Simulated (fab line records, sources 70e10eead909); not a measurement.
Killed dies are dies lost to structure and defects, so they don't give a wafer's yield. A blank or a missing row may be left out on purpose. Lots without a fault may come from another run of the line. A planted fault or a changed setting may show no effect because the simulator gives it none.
A struck lot beside a sound one | flow nand_harc | 22 steps out of a route of 1302
Sound: wafers L282.4, L282.5, L282.6. Struck: wafers L291.2, L291.3, L291.4. The cause comes at the end.
At each step with rows: each side's tool, then ch and its chambers, then its first start. Under that, the readings that differ: sound wafers | struck wafers | difference of the means | sigmas: that difference in standard deviations of wafers without a fault.
alike: readings whose means differ by less than 2 such deviations, and words and numbers that are the same on both sides. not compared: withheld readings, readings that some wafer has no value for, bounds like >300 that may hide the same value, and numbers for which the record gives no deviation and whose values overlap.
The two part at a step that has a row with sigmas, a row that says differs or no value, or rows on one side only. Numbers that don't overlap but have no deviation are shown without sigmas and don't part them. A reading that every wafer of one side lacks parts them only if that side has two wafers or more.

NHARC_A_ONON_D1_THK_MEAS_34: measures by ellipsometry.
  sound on film_metro-01, day 9 08:40; struck on film_metro-02, day 13 04:05
  alike: thk_nm
NHARC_A_ONON_D1_INSPECT_32:
  sound on defect_inspect-01, day 9 08:43; struck on defect_inspect-02, day 13 04:09
  alike: raw_defect_count
NHARC_A_CHANNEL_HOLE_D1_DEP_00: deposits aC, target thk 3100 nm.
  sound on acl_dep-03 ch 0, day 9 14:36; struck on acl_dep-03 ch 0, day 13 05:19
  alike: throttle_valve_pct
NHARC_A_CHANNEL_HOLE_D1_DEP_01: deposits SiON, target thk 140 nm.
  sound on pecvd-04 ch 0,1,2, day 9 15:40; struck on pecvd-03 ch 0,1,2, day 13 06:55
  alike: heater_power_w
then, 7 steps without rows for these wafers: NHARC_A_CHANNEL_HOLE_D1_DEHYDRATE_02 (time 120 s); NHARC_A_CHANNEL_HOLE_D1_HMDS_03 (time 30 s); NHARC_A_CHANNEL_HOLE_D1_COAT_36 (time 75 s); NHARC_A_CHANNEL_HOLE_D1_COAT_37 (time 65 s); NHARC_A_CHANNEL_HOLE_D1_COAT_04 (resist thk 90 nm); NHARC_A_CHANNEL_HOLE_D1_SOFTBAKE_05 (time 55 s); NHARC_A_CHANNEL_HOLE_D1_EBR_06.
NHARC_A_CHANNEL_HOLE_D1_EXPOSE_07: exposes mask HOLE D1, target cd 100 nm.
  sound on arfi_scanner-01 ch 0, day 9 16:10; struck on arfi_scanner-03 ch 0, day 13 07:29
  reading              | sound             | struck            | difference | sigmas
  exposure_dose_mJ_cm2 | 59.68 59.64 59.70 | 62.59 62.51 62.60 | +2.89      | +50
  alike: mask
then, 2 steps without rows for these wafers: NHARC_A_CHANNEL_HOLE_D1_PEB_08 (peb time 65 s); NHARC_A_CHANNEL_HOLE_D1_DEVELOP_09 (develop time 35 s).
NHARC_A_CHANNEL_HOLE_D1_CD_MEAS_10: target cd 100 nm.
  sound on cd_sem-03 ch 0, day 9 16:18; struck on cd_sem-02 ch 0, day 13 07:38
  alike: cd_nm
NHARC_A_CHANNEL_HOLE_D1_OVL_MEAS_11:
  sound on overlay-02, day 9 16:23; struck on overlay-01, day 13 07:43
  alike: overlay_x_nm, overlay_y_nm
NHARC_A_CHANNEL_HOLE_D1_INSPECT_12:
  sound on defect_inspect-02, day 9 16:25; struck on defect_inspect-01, day 13 07:45
  alike: raw_defect_count
NHARC_A_CHANNEL_HOLE_D1_DESCUM_15: chemistry O2, time 3 s.
  sound on rie_diel-10 ch 0,2,3, day 9 16:30; struck on rie_diel-10 ch 0,2,3, day 13 07:49
  reading                            | sound           | struck            | difference | sigmas
  model.A_CHANNEL_HOLE_D1.cd_nm (nm) | 101 100.3 100.8 | 101.4 102.4 102.1 | +1.3       |
  alike: drypump_motor_current_A, oes_product_au, rf_vpp_V, showerhead_plenum_p_Torr, throttle_valve_pct
  not compared: rf_hours_counter_h
NHARC_A_CHANNEL_HOLE_D1_ETCH_38: etches the open film in CF4, target depth 39 nm, time 65 s.
  sound on rie_diel-10 ch 2,3, day 9 16:34; struck on rie_diel-10 ch 0,1,2, day 13 07:54
  alike: bias_w, drypump_motor_current_A, oes_product_au, rf_vpp_V, showerhead_plenum_p_Torr, throttle_valve_pct
  not compared: rf_hours_counter_h
NHARC_A_CHANNEL_HOLE_D1_ETCH_39: etches the open film in N2/H2, target depth 260 nm, time 325 s.
  sound on rie_diel-10 ch 1,2,3; struck on rie_diel-10 ch 1,2,3
  alike: bias_w, drypump_motor_current_A, oes_product_au, rf_vpp_V, showerhead_plenum_p_Torr, throttle_valve_pct
  not compared: rf_hours_counter_h, model.A_CHANNEL_HOLE_D1.cd_nm
NHARC_A_CHANNEL_HOLE_D1_ETCH_34: etches the open film in CF4/CHF3, target depth 154 nm, time 77 s.
  sound on rie_diel-10 ch 0,2,3; struck on rie_diel-10 ch 0,2,3
  alike: bias_w, drypump_motor_current_A, oes_product_au, rf_vpp_V, showerhead_plenum_p_Torr, throttle_valve_pct
  not compared: rf_hours_counter_h
then, 1 step without rows for these wafers: NHARC_END_SORT_01.

WHERE THEY PART
Only at NHARC_A_CHANNEL_HOLE_D1_EXPOSE_07, within this record. Later steps at which nothing parts them and some readings are alike: NHARC_A_CHANNEL_HOLE_D1_CD_MEAS_10, NHARC_A_CHANNEL_HOLE_D1_OVL_MEAS_11, NHARC_A_CHANNEL_HOLE_D1_INSPECT_12, NHARC_A_CHANNEL_HOLE_D1_DESCUM_15, NHARC_A_CHANNEL_HOLE_D1_ETCH_38, NHARC_A_CHANNEL_HOLE_D1_ETCH_39, NHARC_A_CHANNEL_HOLE_D1_ETCH_34.

WHY: what the simulator had put in
Process parameter drift: arfi_scanner-03, from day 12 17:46 on, at NHARC_A_CHANNEL_HOLE_D1_EXPOSE_07. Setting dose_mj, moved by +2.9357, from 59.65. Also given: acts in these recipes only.
